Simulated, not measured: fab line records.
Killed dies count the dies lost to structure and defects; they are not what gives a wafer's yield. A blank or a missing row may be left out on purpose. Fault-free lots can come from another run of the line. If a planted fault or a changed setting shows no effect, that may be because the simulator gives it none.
Chamber matching | flow nandHarc | NHARC_A_BONDPAD_CMP_29 on cmp-01 has 4 sister chambers
The step polishes SiCN, target thk 200 nm. 4 wafers are shown with their chamber, then 10 later ones without.

## WAFERS PAIRED WITH THEIR CHAMBERS
wafer  | chamber | edgeZonePressureFrac
L079.6 | 3       | 0.993
L081.6 | 2       | 0.993
L084.3 | 1       | 1.003
L084.4 | 0       | 1.007

## WAFERS WITHOUT THEIR CHAMBER
wafer  | edgeZonePressureFrac
L084.5 | 0.997
L086.2 | 1.001
L086.3 | 1.003
L086.4 | 0.996
L089.4 | 1.000
L089.5 | 1.006
L089.6 | 1.003
L097.3 | 1.013
L097.5 | 1.004
L097.6 | 1.008

## EACH ONE'S CHAMBER
wafer  | from the rows above               | in truth
L084.5 | can't be placed: 2 or 3 or 1      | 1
L086.2 | can't be placed: 1 or 0           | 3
L086.3 | can't be placed: 1 or 0           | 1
L086.4 | can't be placed: 2 or 3 or 1      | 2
L089.4 | can't be placed: 1 or 0 or 2 or 3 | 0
L089.5 | can't be placed: 0 or 1           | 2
L089.6 | can't be placed: 1 or 0           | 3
L097.3 | can't be placed: 0 or 1           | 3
L097.5 | can't be placed: 1 or 0           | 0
L097.6 | can't be placed: 0 or 1           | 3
Correct placement for 0 of the 10. Can't be placed from these rows: 10 (the true chamber is among the candidates in 5). Placed wrongly: 0.
How it was worked out, from the rows above alone: a wafer's distance from a chamber is the root of the sum, over the readings, of the square of ((its reading less the chamber's mean) divided by the reading's scatter). If the next closest chamber is less than 2 further off than the closest, the wafer can't be placed; otherwise it belongs to the closest. For every chamber, the mean is computed from those of its wafers that are shown. The scatter: root of mean squared gap, hidden wafer to nearest shown wafer, with one shown wafer a chamber.
